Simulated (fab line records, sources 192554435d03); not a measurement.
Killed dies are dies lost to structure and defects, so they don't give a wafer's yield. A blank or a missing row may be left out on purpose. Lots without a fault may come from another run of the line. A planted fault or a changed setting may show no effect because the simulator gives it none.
A struck lot beside a sound one | flow n5_finfet | 14 steps out of a route of 1938
Sound: wafers L128.1, L128.2, L128.4. Struck: wafers L138.2, L138.3, L138.6. The cause comes at the end.
At each step with rows: each side's tool, then ch and its chambers, then its first start. Under that, the readings that differ: sound wafers | struck wafers | difference of the means | sigmas: that difference in standard deviations of wafers without a fault.
alike: readings whose means differ by less than 2 such deviations, and words and numbers that are the same on both sides. not compared: withheld readings, readings that some wafer has no value for, bounds like >300 that may hide the same value, and numbers for which the record gives no deviation and whose values overlap.
The two part at a step that has a row with sigmas, a row that says differs or no value, or rows on one side only. Numbers that don't overlap but have no deviation are shown without sigmas and don't part them. A reading that every wafer of one side lacks parts them only if that side has two wafers or more.

first, 1 step without rows for these wafers: N5_HKMG_FIN_STRIP_56 (strips in N2/H2).
N5_HKMG_FIN_STRIP_57: strips in CF4.
  sound on rie_diel-03 ch 0,2,3, day 5 06:52; struck on rie_diel-04 ch 0,1,2, day 7 11:51
  alike: bias_power_w, cf4_flow_sccm, drypump_motor_current_A, oes_product_au, rf_vpp_V, showerhead_plenum_p_Torr, throttle_valve_pct
  not compared: rf_fwd_power_W, rf_hours_counter_h
N5_HKMG_FIN_ETCH_58: etches SOC in N2/H2, target depth 215.8 nm, time 741 s.
  sound on rie_diel-03 ch 0,2,3, day 5 06:53; struck on rie_diel-04 ch 0,1,2, day 7 11:52
  alike: bias_w, chamber_pressure_mTorr, drypump_motor_current_A, oes_product_au, rf_fwd_power_W, rf_vpp_V, showerhead_plenum_p_Torr, throttle_valve_pct
  not compared: rf_hours_counter_h
N5_HKMG_FIN_STRIP_93: strips SOC in N2/H2, time 20 s.
  sound on rie_diel-03 ch 0,2,3, day 5 07:19; struck on rie_diel-04 ch 0,1,2, day 7 12:17
  alike: bias_power_w, drypump_motor_current_A, oes_product_au, rf_fwd_power_W, rf_vpp_V, showerhead_plenum_p_Torr, throttle_valve_pct
  not compared: rf_hours_counter_h
then, 1 step without rows for these wafers: N5_HKMG_FIN_WET_ETCH_76 (etches Al2O3 in dNH4OH, stops on La2O3, target depth 2.25 nm, rinse time 30 s).
N5_HKMG_FIN_STRIP_60: strips in N2/H2, time 360 s.
  sound on plasma_asher-01 ch 0,1, day 5 07:28; struck on plasma_asher-02 ch 0,1, day 7 12:29
  alike: drypump_motor_current_A, heater_power_w
  not compared: rf_hours_counter_h
then, 2 steps without rows for these wafers: N5_HKMG_FIN_WET_ETCH_77 (etches La2O3 in dHCl, stops on HfO2, target depth 2 nm); N5_HKMG_FIN_WET_ETCH_78 (etches Al2O3 in dNH4OH, stops on La2O3, target depth 4.5 nm, rinse time 30 s).
N5_HKMG_FIN_ALD_79: deposits TiN, target thk 1.5 nm, pulse time 1 s, purge time 3 s.
  sound on ald_metal-02 ch 1,2,3, day 5 07:58; struck on ald_metal-02 ch 0,1, day 7 12:58
  alike: heater_power_w, precursor_pulse_height_rel
then, 3 steps without rows for these wafers: N5_HKMG_FIN_CVD_62 (deposits a-Si from Si2H6, target thk 3 nm, time 20.8 s); N5_HKMG_FIN_RTA_80 (time 2 s); N5_HKMG_FIN_PRECLEAN_64 (cleans in dHF, time 30 s).
N5_HKMG_FIN_WET_ETCH_65: etches a-Si in TMAH, stops on TiN, time 49 s, target depth 3 nm.
  sound on wet_bench-06 ch 2,5,6, day 5 08:37; struck on wet_bench-03 ch 0,1,6, day 7 13:37
  no value came back on the struck wafers for bath_guard_temp_C (C), bath_heat_duty_pct (%); on the sound wafers bath_guard_temp_C (C) reads 69.9 69.5 69.6
  reading                                   | sound       | struck      | difference | sigmas
  model.a-Si_of_HKMG_FIN_CVD_62.thk_nm (nm) | 0 0 0       | 3 3 3       | +3         |
  model.TiN_of_HKMG_FIN_ALD_79.thk_nm (nm)  | 1.2 1.2 1.2 | 1.4 1.4 1.6 | +0.3       |
then, 1 step without rows for these wafers: N5_HKMG_FIN_WET_ETCH_81 (etches TiN in SC1, stops on HfO2, time 57 s, target depth 6 nm).

WHERE THEY PART
Only at N5_HKMG_FIN_WET_ETCH_65, within this record.

WHY: what the simulator had put in
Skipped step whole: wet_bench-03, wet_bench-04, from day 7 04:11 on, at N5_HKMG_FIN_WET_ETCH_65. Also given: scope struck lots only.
